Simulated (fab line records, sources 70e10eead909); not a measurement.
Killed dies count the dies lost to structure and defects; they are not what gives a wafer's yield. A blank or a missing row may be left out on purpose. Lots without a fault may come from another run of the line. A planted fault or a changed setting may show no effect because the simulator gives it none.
Shared-tool check | flow nand_harc | 11 lots, 33 wafers sampled

REASON IT WAS OPENED
Flagged at NHARC_P_M0_CD_MEAS_09: reading cd_nm, on 2 of 11 lots. No-fault wafers: 89.6 nm, standard deviation 1.1.
Rule: a lot gets a flag if all its wafers with a number sit over 4 standard deviations from that mean, or if no wafer of it has a number. As for the other lots, they are considered sound.

lot  | measured     | on        | cd_nm (nm), wafer by wafer | flag
L595 | day 5 19:54  | cd_sem-01 | 88.6 88.6 87.7             |
L597 | day 6 16:53  | cd_sem-02 | 90.7 89.0 89.6             |
L599 | day 6 18:34  | cd_sem-01 | 88.4 87.9 88.7             |
L598 | day 7 01:20  | cd_sem-03 | 88.9 89.2 88.2             |
L601 | day 7 14:34  | cd_sem-02 | 95.2 94.6 94.8             | FLAGGED
L604 | day 8 13:23  | cd_sem-03 | 94.7 94.3 94.4             | FLAGGED
L610 | day 10 02:37 | cd_sem-02 | 90.6 91.2 90.8             |
L614 | day 10 12:07 | cd_sem-03 | 90.5 91.3 91.1             |
L613 | day 10 12:29 | cd_sem-02 | 89.5 90.8 91.0             |
L615 | day 11 05:58 | cd_sem-03 | 90.5 90.6 90.5             |
L616 | day 11 06:28 | cd_sem-01 | 89.2 88.9 88.7             |
Average over the flagged lots: 94.7 nm; offset from the usual +5.1 nm, equal to +5 standard deviations.

TOOL THAT RAN EACH LOT
2 process steps preceding the reading are held in the record, out of 1159 steps in the route. Each cell gives the tool, then ch followed by the chambers the sampled wafers passed through, then the start.
lot  | flag    | NHARC_P_CONTACT_ETCH_31                       | NHARC_P_M0_PEB_07
L595 |         | rie_diel-07 ch 1,2,3, day 5 19:49 or earlier  | litho_track-01 ch 0, day 5 19:49
L597 |         | rie_diel-07 ch 0,1,2, day 6 16:49 or earlier  | litho_track-06 ch 0, day 6 16:49
L599 |         | rie_diel-07 ch 0,1,3, day 6 18:29 or earlier  | litho_track-01 ch 0, day 6 18:29
L598 |         | rie_diel-07 ch 1,3, day 7 01:16 or earlier    | litho_track-01 ch 0, day 7 01:16
L601 | FLAGGED | rie_diel-11 ch 0,1,3, day 7 14:29 or earlier  | litho_track-01 ch 0, day 7 14:29
L604 | FLAGGED | rie_diel-07 ch 0,1,3, day 8 13:19 or earlier  | litho_track-01 ch 0, day 8 13:19
L610 |         | rie_diel-02 ch 0,3, day 10 02:32 or earlier   | litho_track-06 ch 0, day 10 02:32
L614 |         | rie_diel-11 ch 1,2,3, day 10 12:02 or earlier | litho_track-04 ch 0, day 10 12:02
L613 |         | rie_diel-11 ch 0,2,3, day 10 12:24 or earlier | litho_track-04 ch 0, day 10 12:24
L615 |         | rie_diel-11 ch 2,3, day 11 05:53 or earlier   | litho_track-04 ch 0, day 11 05:53
L616 |         | rie_diel-11 ch 0,1,2, day 11 06:22 or earlier | litho_track-01 ch 0, day 11 06:22
These steps, and what they do:
- NHARC_P_CONTACT_ETCH_31: etches the open film in CH3F/O2, target depth 30 nm, time 85.7 s.
- NHARC_P_M0_PEB_07: peb time 65 s.
- NHARC_P_M0_CD_MEAS_09: target cd 90 nm.

FLAGGED AGAINST TOTAL, ONE TOOL AT A TIME (gauges that did the reading follow at the end)
step                    | tool           | lots run | flagged | share of the flagged lots | sound lots run after its first flagged lot
NHARC_P_CONTACT_ETCH_31 | rie_diel-02    | 1        | 0       | none                      | -
NHARC_P_CONTACT_ETCH_31 | rie_diel-07    | 5        | 1       | some                      | 0
NHARC_P_CONTACT_ETCH_31 | rie_diel-11    | 5        | 1       | some                      | 4 (L614,L613,L615,L616)
NHARC_P_M0_PEB_07       | litho_track-01 | 6        | 2       | all                       | 1 (L616)
NHARC_P_M0_PEB_07       | litho_track-04 | 3        | 0       | none                      | -
NHARC_P_M0_PEB_07       | litho_track-06 | 2        | 0       | none                      | -
NHARC_P_M0_CD_MEAS_09   | cd_sem-01      | 3        | 0       | none                      | -
NHARC_P_M0_CD_MEAS_09   | cd_sem-02      | 4        | 1       | some                      | 2 (L610,L613)
NHARC_P_M0_CD_MEAS_09   | cd_sem-03      | 4        | 1       | some                      | 2 (L614,L615)
NHARC_P_CONTACT_ETCH_31 gives no start for some lots, so the hours and the order of its lots are those of NHARC_P_M0_PEB_07.

WHAT IS ALLOWED BY THE TABLE
In the table, 1 row covers all flagged lots: litho_track-01 at NHARC_P_M0_PEB_07.
- litho_track-01 at NHARC_P_M0_PEB_07 ran 6 lots, 2 of them flagged. Lots that were sound ran on it after the first flagged one (L616); a persistent fault on the entire tool would not allow that. Its own readings lie more than 4 standard deviations out on every wafer of the flagged lots: heater_power_total_W, plate_temp_C.
There is no row in the table that ran each flagged lot and no sound lot after the first.

WHAT HAD BEEN PUT IN BY THE SIMULATOR
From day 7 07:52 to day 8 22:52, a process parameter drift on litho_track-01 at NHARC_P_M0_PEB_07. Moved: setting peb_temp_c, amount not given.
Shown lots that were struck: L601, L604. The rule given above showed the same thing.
